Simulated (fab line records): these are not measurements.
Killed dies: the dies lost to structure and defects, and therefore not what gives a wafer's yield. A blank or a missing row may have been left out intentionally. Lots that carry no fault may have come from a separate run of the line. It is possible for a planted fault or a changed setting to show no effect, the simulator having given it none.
Which tool was responsible? / flow nand_harc / Sampling: 11 lots, 33 wafers, 6 of 1302 route steps

WHAT THE GAUGES READ, wafer by wafer
NHARC_P_BONDPAD_INSPECT_23.
lot=L260; measured=day 6 21:14; on=defect_inspect-02; raw_defect_count=356 192 356
lot=L262; measured=day 7 10:23; on=defect_inspect-02; raw_defect_count=273 370 330
lot=L264; measured=day 8 18:08; on=defect_inspect-01; raw_defect_count=437 337 579
lot=L265; measured=day 8 19:02; on=defect_inspect-02; raw_defect_count=194 241 181
lot=L275; measured=day 12 15:37; on=defect_inspect-02; raw_defect_count=399 326 447
lot=L274; measured=day 12 16:26; on=defect_inspect-02; raw_defect_count=262 273 175
lot=L278; measured=day 14 02:52; on=defect_inspect-02; raw_defect_count=352 207 381
lot=L281; measured=day 15 07:07; on=defect_inspect-02; raw_defect_count=329 268 305
lot=L280; measured=day 15 07:35; on=defect_inspect-02; raw_defect_count=249 264 292
lot=L282; measured=day 15 23:41; on=defect_inspect-01; raw_defect_count=413 243 323
lot=L283; measured=day 16 04:53; on=defect_inspect-01; raw_defect_count=231 233 332

NHARC_A_SOURCE_PLATE_INSPECT_08.
lot=L260; measured=day 7 19:55; on=defect_inspect-02; raw_defect_count=83 48 68
lot=L262; measured=day 8 11:02; on=defect_inspect-01; raw_defect_count=65 32 68
lot=L264; measured=day 9 17:19; on=defect_inspect-02; raw_defect_count=57 84 45
lot=L265; measured=day 9 17:19; on=defect_inspect-01; raw_defect_count=62 70 37
lot=L275; measured=day 13 13:46; on=defect_inspect-01; raw_defect_count=810 805 876
lot=L274; measured=day 13 13:49; on=defect_inspect-01; raw_defect_count=759 795 813
lot=L278; measured=day 15 03:51; on=defect_inspect-02; raw_defect_count=80 30 52
lot=L281; measured=day 16 06:59; on=defect_inspect-02; raw_defect_count=77 42 76
lot=L280; measured=day 16 07:02; on=defect_inspect-01; raw_defect_count=57 44 93
lot=L282; measured=day 16 22:53; on=defect_inspect-02; raw_defect_count=66 38 70
lot=L283; measured=day 17 04:44; on=defect_inspect-02; raw_defect_count=103 81 104

NHARC_END_SORT_01.
lot=L275; measured=day 30 00:44; on=prober-01; killed_at_array=455 454 458; killed_at_other=0 0 0; killed_at_periphery=4 4 8; killed_dies=459 458 466; killed_open=1 1 4; killed_short=1 4 2
lot=L274; measured=day 30 00:45; on=prober-02; killed_at_array=445 479 451; killed_at_other=0 0 0; killed_at_periphery=1 2 0; killed_dies=446 481 451; killed_open=3 4 4; killed_short=2 4 1

WHAT TOOL EACH LOT RAN ON (gives the tool, then ch and the chambers of the sampled wafers, and finally the start)
lot=L260; NHARC_P_BONDPAD_STRIP_15=rie_diel-03 ch 0,1,2, day 6 19:05; NHARC_P_BONDPAD_ETCH_24=rie_diel-03 ch 1,2,3, day 6 21:14 or earlier; NHARC_A_SOURCE_PLATE_OXIDE_02=furnace-08 ch 0, day 7 03:14
lot=L262; NHARC_P_BONDPAD_STRIP_15=rie_diel-06 ch 1,3, day 7 08:14; NHARC_P_BONDPAD_ETCH_24=rie_diel-06 ch 0,1,2, day 7 10:23 or earlier; NHARC_A_SOURCE_PLATE_OXIDE_02=furnace-04 ch 0, day 7 18:31
lot=L264; NHARC_P_BONDPAD_STRIP_15=rie_diel-06 ch 1,2,3, day 8 15:55; NHARC_P_BONDPAD_ETCH_24=rie_diel-06 ch 0,2, day 8 18:08 or earlier; NHARC_A_SOURCE_PLATE_OXIDE_02=furnace-08 ch 0, day 9 00:14
lot=L265; NHARC_P_BONDPAD_STRIP_15=rie_diel-07 ch 0,1, day 8 16:49; NHARC_P_BONDPAD_ETCH_24=rie_diel-07 ch 0,1,2, day 8 19:02 or earlier; NHARC_A_SOURCE_PLATE_OXIDE_02=furnace-08 ch 0, day 9 00:14
lot=L275; NHARC_P_BONDPAD_STRIP_15=rie_diel-03 ch 0,3, day 12 13:28; NHARC_P_BONDPAD_ETCH_24=rie_diel-03 ch 1,2,3, day 12 15:37 or earlier; NHARC_A_SOURCE_PLATE_OXIDE_02=furnace-07 ch 0, day 12 21:10
lot=L274; NHARC_P_BONDPAD_STRIP_15=rie_diel-03 ch 2,3, day 12 14:17; NHARC_P_BONDPAD_ETCH_24=rie_diel-03 ch 0,2,3, day 12 16:26 or earlier; NHARC_A_SOURCE_PLATE_OXIDE_02=furnace-07 ch 0, day 12 21:10
lot=L278; NHARC_P_BONDPAD_STRIP_15=rie_diel-03 ch 0,2,3, day 14 00:42; NHARC_P_BONDPAD_ETCH_24=rie_diel-03 ch 0,2,3, day 14 02:52 or earlier; NHARC_A_SOURCE_PLATE_OXIDE_02=furnace-08 ch 0, day 14 10:50
lot=L281; NHARC_P_BONDPAD_STRIP_15=rie_diel-06 ch 0,3, day 15 04:58; NHARC_P_BONDPAD_ETCH_24=rie_diel-06 ch 1,2,3, day 15 07:07 or earlier; NHARC_A_SOURCE_PLATE_OXIDE_02=furnace-08 ch 0, day 15 13:07
lot=L280; NHARC_P_BONDPAD_STRIP_15=rie_diel-03 ch 1,2,3, day 15 05:25; NHARC_P_BONDPAD_ETCH_24=rie_diel-03 ch 0,2,3, day 15 07:35 or earlier; NHARC_A_SOURCE_PLATE_OXIDE_02=furnace-08 ch 0, day 15 13:07
lot=L282; NHARC_P_BONDPAD_STRIP_15=rie_diel-07 ch 0,1, day 15 21:32; NHARC_P_BONDPAD_ETCH_24=rie_diel-07 ch 0,2, day 15 23:41 or earlier; NHARC_A_SOURCE_PLATE_OXIDE_02=furnace-08 ch 0, day 16 05:45
lot=L283; NHARC_P_BONDPAD_STRIP_15=rie_diel-06 ch 1,2,3, day 16 02:45; NHARC_P_BONDPAD_ETCH_24=rie_diel-06 ch 0,1,3, day 16 04:53 or earlier; NHARC_A_SOURCE_PLATE_OXIDE_02=furnace-07 ch 0, day 16 11:52
- NHARC_P_BONDPAD_STRIP_15: strips in O2.
- NHARC_P_BONDPAD_ETCH_24: etches the open film in CF4/N2, target depth 30 nm, time 72.99 s.
- NHARC_A_SOURCE_PLATE_OXIDE_02: material SiO2, target thk 10 nm, ox time 1362 s.

WHAT THE TOOLS THEMSELVES READ (means of the sampled wafers that have a number; where no wafer has one, the mark that the record gives instead)
NHARC_P_BONDPAD_STRIP_15.
lot=L260; tool=rie_diel-03; drypump_motor_current_A (A)=5.6; oes_product_au (a.u.)=0.987; rf_vpp_V (V)=57.4; showerhead_plenum_p_Torr (Torr)=3.44; throttle_valve_pct (%)=17.032
lot=L262; tool=rie_diel-06; drypump_motor_current_A (A)=5.4; oes_product_au (a.u.)=1.000; rf_vpp_V (V)=58.4; showerhead_plenum_p_Torr (Torr)=3.65; throttle_valve_pct (%)=17.037
lot=L264; tool=rie_diel-06; drypump_motor_current_A (A)=5.6; oes_product_au (a.u.)=1.005; rf_vpp_V (V)=57.2; showerhead_plenum_p_Torr (Torr)=3.52; throttle_valve_pct (%)=17.044
lot=L265; tool=rie_diel-07; drypump_motor_current_A (A)=5.4; oes_product_au (a.u.)=0.995; rf_vpp_V (V)=57.6; showerhead_plenum_p_Torr (Torr)=3.54; throttle_valve_pct (%)=17.036
lot=L275; tool=rie_diel-03; drypump_motor_current_A (A)=5.7; oes_product_au (a.u.)=1.003; rf_vpp_V (V)=58.6; showerhead_plenum_p_Torr (Torr)=3.58; throttle_valve_pct (%)=17.025
lot=L274; tool=rie_diel-03; drypump_motor_current_A (A)=5.3; oes_product_au (a.u.)=1.006; rf_vpp_V (V)=57.8; showerhead_plenum_p_Torr (Torr)=3.68; throttle_valve_pct (%)=17.040
lot=L278; tool=rie_diel-03; drypump_motor_current_A (A)=5.5; oes_product_au (a.u.)=0.985; rf_vpp_V (V)=57.6; showerhead_plenum_p_Torr (Torr)=3.55; throttle_valve_pct (%)=17.033
lot=L281; tool=rie_diel-06; drypump_motor_current_A (A)=5.5; oes_product_au (a.u.)=1.006; rf_vpp_V (V)=58.1; showerhead_plenum_p_Torr (Torr)=3.66; throttle_valve_pct (%)=17.040
lot=L280; tool=rie_diel-03; drypump_motor_current_A (A)=5.4; oes_product_au (a.u.)=1.001; rf_vpp_V (V)=58.5; showerhead_plenum_p_Torr (Torr)=3.56; throttle_valve_pct (%)=17.041
lot=L282; tool=rie_diel-07; drypump_motor_current_A (A)=5.6; oes_product_au (a.u.)=0.991; rf_vpp_V (V)=58.1; showerhead_plenum_p_Torr (Torr)=3.59; throttle_valve_pct (%)=17.041
lot=L283; tool=rie_diel-06; drypump_motor_current_A (A)=5.6; oes_product_au (a.u.)=1.006; rf_vpp_V (V)=57.8; showerhead_plenum_p_Torr (Torr)=3.52; throttle_valve_pct (%)=17.032

NHARC_P_BONDPAD_ETCH_24.
lot=L260; tool=rie_diel-03; cf4_flow_sccm (sccm)=49.84; drypump_motor_current_A (A)=5.4; oes_product_au (a.u.)=1.008; rf_vpp_V (V)=315.1; showerhead_plenum_p_Torr (Torr)=2.66; throttle_valve_pct (%)=19.789
lot=L262; tool=rie_diel-06; cf4_flow_sccm (sccm)=49.89; drypump_motor_current_A (A)=5.8; oes_product_au (a.u.)=1.003; rf_vpp_V (V)=313.3; showerhead_plenum_p_Torr (Torr)=2.53; throttle_valve_pct (%)=19.805
lot=L264; tool=rie_diel-06; cf4_flow_sccm (sccm)=50.04; drypump_motor_current_A (A)=5.8; oes_product_au (a.u.)=1.002; rf_vpp_V (V)=312.8; showerhead_plenum_p_Torr (Torr)=2.54; throttle_valve_pct (%)=19.793
lot=L265; tool=rie_diel-07; cf4_flow_sccm (sccm)=50.14; drypump_motor_current_A (A)=5.4; oes_product_au (a.u.)=1.001; rf_vpp_V (V)=315.5; showerhead_plenum_p_Torr (Torr)=2.69; throttle_valve_pct (%)=19.787
lot=L275; tool=rie_diel-03; cf4_flow_sccm (sccm)=49.91; drypump_motor_current_A (A)=5.4; oes_product_au (a.u.)=1.000; rf_vpp_V (V)=314.5; showerhead_plenum_p_Torr (Torr)=2.65; throttle_valve_pct (%)=19.790
lot=L274; tool=rie_diel-03; cf4_flow_sccm (sccm)=50.08; drypump_motor_current_A (A)=5.4; oes_product_au (a.u.)=1.001; rf_vpp_V (V)=314.1; showerhead_plenum_p_Torr (Torr)=2.64; throttle_valve_pct (%)=19.792
lot=L278; tool=rie_diel-03; cf4_flow_sccm (sccm)=49.96; drypump_motor_current_A (A)=5.4; oes_product_au (a.u.)=0.984; rf_vpp_V (V)=314.7; showerhead_plenum_p_Torr (Torr)=2.64; throttle_valve_pct (%)=19.791
lot=L281; tool=rie_diel-06; cf4_flow_sccm (sccm)=49.89; drypump_motor_current_A (A)=5.6; oes_product_au (a.u.)=0.998; rf_vpp_V (V)=314.0; showerhead_plenum_p_Torr (Torr)=2.62; throttle_valve_pct (%)=19.795
lot=L280; tool=rie_diel-03; cf4_flow_sccm (sccm)=50.10; drypump_motor_current_A (A)=5.4; oes_product_au (a.u.)=0.987; rf_vpp_V (V)=314.3; showerhead_plenum_p_Torr (Torr)=2.64; throttle_valve_pct (%)=19.799
lot=L282; tool=rie_diel-07; cf4_flow_sccm (sccm)=49.93; drypump_motor_current_A (A)=5.5; oes_product_au (a.u.)=1.005; rf_vpp_V (V)=316.6; showerhead_plenum_p_Torr (Torr)=2.75; throttle_valve_pct (%)=19.800
lot=L283; tool=rie_diel-06; cf4_flow_sccm (sccm)=50.11; drypump_motor_current_A (A)=5.7; oes_product_au (a.u.)=1.009; rf_vpp_V (V)=312.9; showerhead_plenum_p_Torr (Torr)=2.62; throttle_valve_pct (%)=19.793

NHARC_A_SOURCE_PLATE_OXIDE_02.
lot=L260; tool=furnace-08; spike_tc_bottom_C (C)=911
lot=L262; tool=furnace-04; spike_tc_bottom_C (C)=922
lot=L264; tool=furnace-08; spike_tc_bottom_C (C)=912
lot=L265; tool=furnace-08; spike_tc_bottom_C (C)=911
lot=L275; tool=furnace-07; spike_tc_bottom_C (C)=919
lot=L274; tool=furnace-07; spike_tc_bottom_C (C)=917
lot=L278; tool=furnace-08; spike_tc_bottom_C (C)=911
lot=L281; tool=furnace-08; spike_tc_bottom_C (C)=911
lot=L280; tool=furnace-08; spike_tc_bottom_C (C)=911
lot=L282; tool=furnace-08; spike_tc_bottom_C (C)=910
lot=L283; tool=furnace-07; spike_tc_bottom_C (C)=919

THE ANSWER, worked out from the rows above alone
Rule: what is usual is taken from the lots themselves. Put in order of their means at a reading, lots are off if they are a third of the lots or fewer, leave a main group of 4 or more, and stand apart from it by a gap of 3 or more times the standard deviation of the main group's means; of several such gaps the widest counts. The tables above print the reading to a certain number of digits; a main group whose means all agree to those digits is not used. Also off: a lot with no number at a reading for which 4 or more lots have one. Where the step has rows for the other lots, those lots are counted as sound. The gauges are gone through in route order, then the tools' own readings, and for those a lot's mean is taken as printed above. At the first step where some lot is off, the reading lying furthest off is the one used; lots without a number count as furthest.
Off: L275, L274, at NHARC_A_SOURCE_PLATE_INSPECT_08 (raw_defect_count). Main group: mean 64, sd 12.
If a tool, at a process step before that reading, ran all the lots that are off and no sound lot after the first of them, it fits. Those tools and the gauges at NHARC_A_SOURCE_PLATE_INSPECT_08 are tried in the same way. NHARC_P_BONDPAD_ETCH_24 gives no start for some lots, so the hours and the order of its lots are those of NHARC_P_BONDPAD_INSPECT_23. None of those tried fits.

WHAT HAD BEEN PUT IN BY THE SIMULATOR
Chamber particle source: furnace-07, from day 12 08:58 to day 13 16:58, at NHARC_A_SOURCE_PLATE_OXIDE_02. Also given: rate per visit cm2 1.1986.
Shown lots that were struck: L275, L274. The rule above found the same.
